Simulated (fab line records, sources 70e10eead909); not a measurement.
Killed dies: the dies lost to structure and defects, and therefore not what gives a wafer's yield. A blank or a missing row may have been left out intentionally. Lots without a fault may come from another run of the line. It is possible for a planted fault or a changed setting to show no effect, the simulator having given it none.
Which of the tools did it?    flow nand harc    24 lots, 72 wafers sampled, at 5 steps of a route of 1159

## WHAT THE GAUGES READ, wafer by wafer
NHARC_P_CONTACT_INSPECT_14.
lot   measured      on                 raw defect count
L074  day 5 05:55   defect inspect-02  1 6 2
L075  day 5 21:32   defect inspect-01  1 3 4
L076  day 6 00:03   defect inspect-01  0 2 2
L077  day 5 23:35   defect inspect-02  3 3 4
L078  day 6 13:43   defect inspect-02  2 3 1
L079  day 6 12:50   defect inspect-02  3 4 4
L080  day 7 05:23   defect inspect-01  3 2 8
L081  day 7 07:49   defect inspect-02  4 0 5
L082  day 7 15:34   defect inspect-01  1 3 2
L083  day 8 02:19   defect inspect-02  0 7 4
L084  day 8 01:28   defect inspect-02  2 3 1
L085  day 9 00:15   defect inspect-01  2 3 3
L086  day 9 02:06   defect inspect-01  1 2 7
L087  day 9 01:22   defect inspect-02  4 2 3
L088  day 9 09:52   defect inspect-01  1 0 3
L089  day 9 17:22   defect inspect-02  5 3 3
L090  day 9 18:13   defect inspect-01  3 4 4
L091  day 9 21:54   defect inspect-01  5 3 2
L092  day 9 23:16   defect inspect-01  10 5 8
L093  day 10 13:02  defect inspect-02  3 1 4
L094  day 10 14:08  defect inspect-01  4 4 1
L095  day 10 13:38  defect inspect-01  4 8 3
L096  day 10 23:01  defect inspect-02  2 3 4
L097  day 11 04:48  defect inspect-02  4 4 5

## EACH LOT AND THE TOOL THAT RAN IT (in order: tool; ch and the chambers of the sampled wafers; start)
lot   NHARC_P_ZERO_WELL_ETCH_63        NHARC_P_STI_CMP_21            NHARC_P_GATE_RTA_80               NHARC_P_CONTACT_DEP_30
L074  rie si-03 ch 0,1,2, day 1 13:41  cmp-01 ch 0,2,3, day 3 03:03  rtp anneal-01 ch 0, day 5 03:29   pecvd-01 ch 0,2, day 5 04:14
L075  rie si-04 ch 0,2,3, day 1 19:33  cmp-03 ch 0,1, day 3 15:34    rtp anneal-02 ch 0, day 5 19:13   pecvd-01 ch 1,2, day 5 20:02
L076  rie si-04 ch 1,2,3, day 2 01:35  cmp-01 ch 0,2,3, day 3 20:18  rtp anneal-02 ch 0, day 5 21:41   pecvd-04 ch 1,2, day 5 22:23
L077  rie si-03 ch 0,1,3, day 2 07:39  cmp-03 ch 2,3, day 3 20:16    rtp anneal-02 ch 0, day 5 21:17   pecvd-01 ch 0,1,2, day 5 22:03
L078  rie si-03 ch 0,2, day 2 13:40    cmp-03 ch 1,2,3, day 4 09:47  rtp anneal-02 ch 0, day 6 10:40   pecvd-01 ch 0,1,2, day 6 12:07
L079  rie si-06 ch 1,2,3, day 2 19:40  cmp-02 ch 0,2,3, day 4 09:48  rtp anneal-01 ch 0, day 6 10:28   pecvd-04 ch 0,1,2, day 6 11:10
L080  rie si-06 ch 0,1,3, day 3 01:34  cmp-01 ch 2,3, day 4 18:04    rtp anneal-01 ch 0, day 7 02:41   pecvd-03 ch 1,2, day 7 03:44
L081  rie si-04 ch 0,1,3, day 3 07:41  cmp-02 ch 2,3, day 5 03:02    rtp anneal-01 ch 0, day 7 05:33   pecvd-03 ch 0,1,2, day 7 06:17
L082  rie si-06 ch 1,2,3, day 3 13:33  cmp-01 ch 2,3, day 5 11:02    rtp anneal-01 ch 0, day 7 13:03   pecvd-01 ch 0,1, day 7 13:54
L083  rie si-03 ch 0,1,2, day 3 19:40  cmp-03 ch 0,1,2, day 5 19:38  rtp anneal-01 ch 0, day 7 23:55   pecvd-04 ch 0,2, day 8 00:38
L084  rie si-06 ch 0,2,3, day 4 01:41  cmp-02 ch 0,2, day 5 19:38    rtp anneal-02 ch 0, day 7 23:14   pecvd-04 ch 1,2, day 7 23:55
L085  rie si-06 ch 1,2,3, day 4 07:40  cmp-03 ch 1,2,3, day 6 15:43  rtp anneal-01 ch 0, day 8 21:51   pecvd-04 ch 0,2, day 8 22:35
L086  rie si-04 ch 1,2, day 4 13:44    cmp-02 ch 0,1, day 6 15:41    rtp anneal-01 ch 0, day 8 23:50   pecvd-03 ch 0,1,2, day 9 00:34
L087  rie si-06 ch 0,2,3, day 4 19:44  cmp-01 ch 0,1, day 6 15:43    rtp anneal-02 ch 0, day 8 22:58   pecvd-01 ch 0,2, day 8 23:42
L088  rie si-04 ch 0,1,2, day 5 01:41  cmp-02 ch 2,3, day 7 01:19    rtp anneal-01 ch 0, day 9 07:30   pecvd-01 ch 0,1, day 9 08:11
L089  rie si-03 ch 0,2,3, day 5 07:41  cmp-02 ch 0,1, day 7 09:38    rtp anneal-01 ch 0, day 9 14:41   pecvd-01 ch 0,1, day 9 15:51
L090  rie si-04 ch 0,3, day 5 13:39    cmp-01 ch 0,2,3, day 7 09:41  rtp anneal-01 ch 0, day 9 15:51   pecvd-01 ch 0,1,2, day 9 16:32
L091  rie si-04 ch 1,2, day 5 19:32    cmp-02 ch 1,2,3, day 7 15:39  rtp anneal-02 ch 0, day 9 19:39   pecvd-03 ch 0,1,2, day 9 20:22
L092  rie si-03 ch 1,2,3, day 6 01:32  cmp-01 ch 0,1,3, day 7 15:40  rtp anneal-02 ch 0, day 9 20:53   pecvd-01 ch 0,1, day 9 21:36
L093  rie si-06 ch 2,3, day 6 07:32    cmp-01 ch 2,3, day 8 05:35    rtp anneal-01 ch 0, day 10 10:41  pecvd-03 ch 0,1,2, day 10 11:31
L094  rie si-06 ch 0,1,3, day 6 13:32  cmp-02 ch 0,1,2, day 8 11:34  rtp anneal-01 ch 0, day 10 11:35  pecvd-01 ch 1,2, day 10 12:35
L095  rie si-06 ch 0,2,3, day 6 19:40  cmp-03 ch 0,2,3, day 8 11:32  rtp anneal-01 ch 0, day 10 11:03  pecvd-03 ch 0,1,2, day 10 12:01
L096  rie si-03 ch 0,1,3, day 7 01:34  cmp-01 ch 1,2, day 8 19:01    rtp anneal-02 ch 0, day 10 20:38  pecvd-04 ch 0,1, day 10 21:32
L097  rie si-04 ch 1,2, day 7 07:32    cmp-02 ch 0,3, day 8 23:25    rtp anneal-02 ch 0, day 11 02:26  pecvd-03 ch 0,2, day 11 03:08
- NHARC_P_ZERO_WELL_ETCH_63: etches the open film in HBr/Cl2, target depth 120 nm, time 40.1 s.
- NHARC_P_STI_CMP_21: polishes, t overpolish 20 s, target thk 380.67 nm.
- NHARC_P_GATE_RTA_80: time 30 s.
- NHARC_P_CONTACT_DEP_30: deposits SiNx, target thk 30 nm.

## AS READ BY THE TOOLS THEMSELVES (means over the sampled wafers that have a number; for cases with no such wafer, the mark the record gives instead)
NHARC_P_ZERO_WELL_ETCH_63.
lot   tool       chamber pressure mTorr (mTorr)  drypump motor current A (A)  he backside leak sccm (sccm)  oes product au (a.u.)  throttle valve pct (%)
L074  rie si-03  15.004                          5.6                          2.62                          0.990                  26.414
L075  rie si-04  15.000                          5.7                          2.83                          1.001                  26.406
L076  rie si-04  14.989                          5.7                          2.59                          1.000                  26.402
L077  rie si-03  14.998                          5.5                          2.51                          0.990                  26.408
L078  rie si-03  14.982                          5.6                          2.62                          0.985                  26.405
L079  rie si-06  14.996                          5.8                          2.54                          0.994                  26.397
L080  rie si-06  15.004                          5.6                          2.53                          0.988                  26.407
L081  rie si-04  15.000                          5.9                          2.60                          0.990                  26.401
L082  rie si-06  14.985                          5.9                          2.55                          0.994                  26.396
L083  rie si-03  15.001                          5.6                          2.76                          0.995                  26.407
L084  rie si-06  15.009                          5.9                          2.65                          0.989                  26.408
L085  rie si-06  14.994                          5.9                          2.60                          0.988                  26.414
L086  rie si-04  15.010                          5.6                          3.00                          0.998                  26.405
L087  rie si-06  15.003                          5.9                          2.73                          0.990                  26.413
L088  rie si-04  15.001                          5.8                          2.62                          1.000                  26.405
L089  rie si-03  14.992                          5.8                          2.68                          0.990                  26.405
L090  rie si-04  15.007                          5.7                          2.77                          0.986                  26.406
L091  rie si-04  14.996                          5.9                          2.58                          1.008                  26.404
L092  rie si-03  14.999                          5.8                          2.62                          0.999                  26.402
L093  rie si-06  15.009                          6.1                          2.65                          0.982                  26.409
L094  rie si-06  14.995                          5.6                          2.58                          0.989                  26.406
L095  rie si-06  15.006                          5.9                          2.66                          0.993                  26.408
L096  rie si-03  14.991                          5.4                          2.53                          0.996                  26.408
L097  rie si-04  14.997                          5.6                          2.81                          1.012                  26.412

NHARC_P_STI_CMP_21.
lot   tool    motor current A (A)  overpolish run s (s)  slurry filter dp kPa (kPa)
L074  cmp-01  11.9                 20.000                13.42
L075  cmp-03  11.3                 20.007                13.48
L076  cmp-01  11.8                 19.995                13.49
L077  cmp-03  11.1                 19.993                13.60
L078  cmp-03  12.0                 20.006                13.59
L079  cmp-02  11.6                 19.988                13.52
L080  cmp-01  12.4                 19.993                13.42
L081  cmp-02  10.6                 20.006                13.58
L082  cmp-01  12.8                 19.997                13.56
L083  cmp-03  11.5                 19.994                13.66
L084  cmp-02  12.4                 19.996                13.45
L085  cmp-03  11.8                 20.001                13.52
L086  cmp-02  13.3                 19.992                13.64
L087  cmp-01  10.9                 19.995                13.40
L088  cmp-02  10.4                 19.994                13.45
L089  cmp-02  13.0                 20.000                13.62
L090  cmp-01  11.9                 20.004                13.49
L091  cmp-02  11.8                 19.998                13.53
L092  cmp-01  11.7                 20.000                13.48
L093  cmp-01  11.7                 19.996                13.46
L094  cmp-02  12.9                 20.007                13.55
L095  cmp-03  11.2                 20.002                13.38
L096  cmp-01  10.2                 20.006                13.42
L097  cmp-02  12.0                 20.007                13.51

NHARC_P_GATE_RTA_80.
lot   tool           lamp power pct (%)  lamp_zone_5_pct (%)  wafer_temp_C_max
L074  rtp anneal-01  2.19                2.19                 301.9
L075  rtp anneal-02  1.84                1.84                 301.3
L076  rtp anneal-02  1.85                1.85                 301.6
L077  rtp anneal-02  1.85                1.85                 301.4
L078  rtp anneal-02  1.84                1.85                 301.6
L079  rtp anneal-01  2.18                2.18                 302.0
L080  rtp anneal-01  2.18                2.18                 301.4
L081  rtp anneal-01  2.18                2.18                 302.0
L082  rtp anneal-01  2.18                2.18                 302.1
L083  rtp anneal-01  2.18                2.18                 302.1
L084  rtp anneal-02  1.84                1.84                 301.5
L085  rtp anneal-01  2.18                2.18                 301.8
L086  rtp anneal-01  2.18                2.18                 301.7
L087  rtp anneal-02  1.85                1.84                 301.4
L088  rtp anneal-01  2.19                2.19                 301.6
L089  rtp anneal-01  2.18                2.18                 301.7
L090  rtp anneal-01  2.18                2.18                 301.7
L091  rtp anneal-02  1.85                1.85                 301.5
L092  rtp anneal-02  1.85                1.85                 301.7
L093  rtp anneal-01  2.18                2.18                 302.2
L094  rtp anneal-01  2.19                2.19                 301.9
L095  rtp anneal-01  2.18                2.18                 301.9
L096  rtp anneal-02  1.85                1.85                 301.5
L097  rtp anneal-02  1.85                1.85                 301.6

NHARC_P_CONTACT_DEP_30.
lot   tool      heater power w (W)
L074  pecvd-01  824
L075  pecvd-01  766
L076  pecvd-04  679
L077  pecvd-01  781
L078  pecvd-01  754
L079  pecvd-04  773
L080  pecvd-03  720
L081  pecvd-03  800
L082  pecvd-01  757
L083  pecvd-04  718
L084  pecvd-04  768
L085  pecvd-04  683
L086  pecvd-03  794
L087  pecvd-01  789
L088  pecvd-01  801
L089  pecvd-01  744
L090  pecvd-01  822
L091  pecvd-03  724
L092  pecvd-01  812
L093  pecvd-03  783
L094  pecvd-01  814
L095  pecvd-03  746
L096  pecvd-04  775
L097  pecvd-03  775

## THE ANSWER, worked out from the rows above alone
Rule: usual is defined by the lots themselves. The widest of any qualifying gaps counts: lots, ordered by their means at a reading, are off when they make up no more than a third of the lots, leave a main group of 4 or more, and stand apart from it by 3 or more times the standard deviation of that group's means. A main group whose means are all the same, to the digits that the tables above print for the reading, isn't used. Also off: a lot with no number at a reading for which 4 or more lots have one. Any other lot the step has rows for is counted as sound. After the gauges, taken in route order, come the tools' own readings; for these a lot's mean is taken, as printed above. The first step at which some lot is off is used, and at that step the reading that is off furthest; a lot without a number counts as furthest.
No lot is off on any of the readings shown, so nothing can be concluded from this.

## WHAT THE SIMULATOR HAD PUT IN
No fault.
